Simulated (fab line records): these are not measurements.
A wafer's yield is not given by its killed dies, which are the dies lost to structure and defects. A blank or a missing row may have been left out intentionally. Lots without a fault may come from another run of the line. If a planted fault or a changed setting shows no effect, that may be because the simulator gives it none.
A single fault, viewed from 2 desks || flow n5Finfet || only its own numbers are on each desk; what lay behind them is given at the end

## THE METROLOGY DESK
Means of the sampled wafers that have a number, per lot and without regard to the tool the lot ran on: this is what the gauges read. If a lot's mean is further than 4 standard deviations from the usual mean, the lot is out of limits and carries the mark OUT (the distance appears in the brackets).
Columns: A = M5_RS at N5_BEOL_M5_RS_MEAS_57, usual 0.391 ohm/sq; B = M6_ILD_THK at N5_BEOL_M6_THK_MEAS_01, usual 154.0 nm; C = cdNm at N5_BEOL_M6_CD_MEAS_11, usual 38.8 nm; D = M6_OVL at N5_BEOL_M6_OVL_MEAS_12, usual 0.4 nm
{"lot": "L956", "first seen here": "day 8 11:19", "A": 0.387, "B": 154.4, "C": 39.1, "D": -0.1}
{"lot": "L963", "first seen here": "day 10 17:15", "A": 0.400, "B": 154.0, "C": 39.9, "D": "12.6 (+19) OUT"}
{"lot": "L966", "first seen here": "day 11 11:27", "A": 0.402, "B": 154.5, "C": 39.1, "D": "12.1 (+18) OUT"}
{"lot": "L968", "first seen here": "day 12 06:21", "A": 0.398, "B": 154.4, "C": 38.7, "D": 1.4}
{"lot": "L972", "first seen here": "day 13 12:14", "A": 0.394, "B": 152.3, "C": 38.7, "D": 0.7}
{"lot": "L977", "first seen here": "day 14 15:14", "A": 0.376, "B": 151.7, "C": 39.3, "D": 0.8}
Per this desk, out of limits: L963, L966; the first was L963, day 10 18:50 (M6_OVL at N5_BEOL_M6_OVL_MEAS_12). Within limits: L956, L968, L972, L977.

## THE DEFECT DESK
For each lot, the counts of the inspections along the route, averaged over the sampled wafers that have a number. If a lot's mean is further than 4 standard deviations from the usual mean, the lot is out of limits and carries the mark OUT (the distance appears in the brackets).
Columns: A = rawDefectCount at N5_BEOL_M5_INSPECT_58, usual 72; B = rawDefectCount at N5_BEOL_M6_INSPECT_13, usual 409
{"lot": "L956", "first seen here": "day 8 11:20", "A": 64, "B": 392}
{"lot": "L963", "first seen here": "day 10 17:17", "A": 48, "B": 263}
{"lot": "L966", "first seen here": "day 11 11:29", "A": 36, "B": 366}
{"lot": "L968", "first seen here": "day 12 06:23", "A": 55, "B": 431}
{"lot": "L972", "first seen here": "day 13 12:16", "A": 99, "B": 638}
{"lot": "L977", "first seen here": "day 14 15:15", "A": 43, "B": 309}
This desk's finding: nothing out of limits on any of the 6 lots.

## TAKEN TOGETHER
An alarm was possible from the metrology desk at day 10 18:50, on L963, L966.
No out-of-limits result turned up at the defect desk.
The defect desk has L963, L966 on record, within its limits.
Of the lots named, all ran N5_BEOL_M6_EXPOSE_08 on arfiScanner-03.

## WHAT THE SIMULATOR HAD PUT IN
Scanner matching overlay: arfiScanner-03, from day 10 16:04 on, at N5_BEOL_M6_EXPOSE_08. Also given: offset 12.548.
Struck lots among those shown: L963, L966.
Hours from the fault's start to each desk's first reading out of limits: the metrology desk, 3.
